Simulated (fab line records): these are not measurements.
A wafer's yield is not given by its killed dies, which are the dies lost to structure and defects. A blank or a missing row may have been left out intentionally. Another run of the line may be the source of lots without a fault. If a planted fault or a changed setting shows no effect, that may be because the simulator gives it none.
Matching of chambers | flow n5 finfet | N5_HKMG_FIN_PWFM_ALD_03 on ald metal-03: 4 sister chambers
The step deposits TiN, target thk 2 nm, pulse time 1 s, purge time 3 s. 4 wafers are shown with their chamber, then 8 later ones without.

EACH WAFER AND ITS CHAMBER
wafer  | chamber | heater power w (W)
L081.5 | 3       | 720
L087.2 | 1       | 941
L087.3 | 2       | 840
L091.2 | 0       | 843

WAFERS WITHOUT THEIR CHAMBER
wafer  | heater power w (W)
L091.4 | 904
L091.5 | 855
L096.1 | 832
L096.2 | 817
L096.3 | 718
L096.4 | 903
L096.5 | 725
L096.6 | 813

WHICH CHAMBER EACH ONE RAN IN
wafer  | from the rows above          | in truth
L091.4 | can't be placed: 1 or 0 or 2 | 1
L091.5 | can't be placed: 0 or 2      | 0
L096.1 | can't be placed: 2 or 0      | 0
L096.2 | can't be placed: 2 or 0      | 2
L096.3 | 3                            | 3
L096.4 | can't be placed: 1 or 0 or 2 | 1
L096.5 | 3                            | 3
L096.6 | can't be placed: 2 or 0      | 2
Correctly placed: 2 of 8. Unplaceable from these rows: 6, with the true chamber sitting among the candidates in 6. Wrongly placed: 0.
How it was worked out, from the rows above alone: a wafer's distance from a chamber is the root of the sum, over the readings, of the square of ((its reading less the chamber's mean) divided by the reading's scatter). If the next closest chamber is less than 2 further off than the closest, the wafer can't be placed; otherwise it belongs to the closest. For every chamber, the mean is computed from those of its wafers that are shown. The scatter (one wafer shown for each chamber): square how far every hidden wafer sits from the nearest shown wafer, average those squares and take the square root.
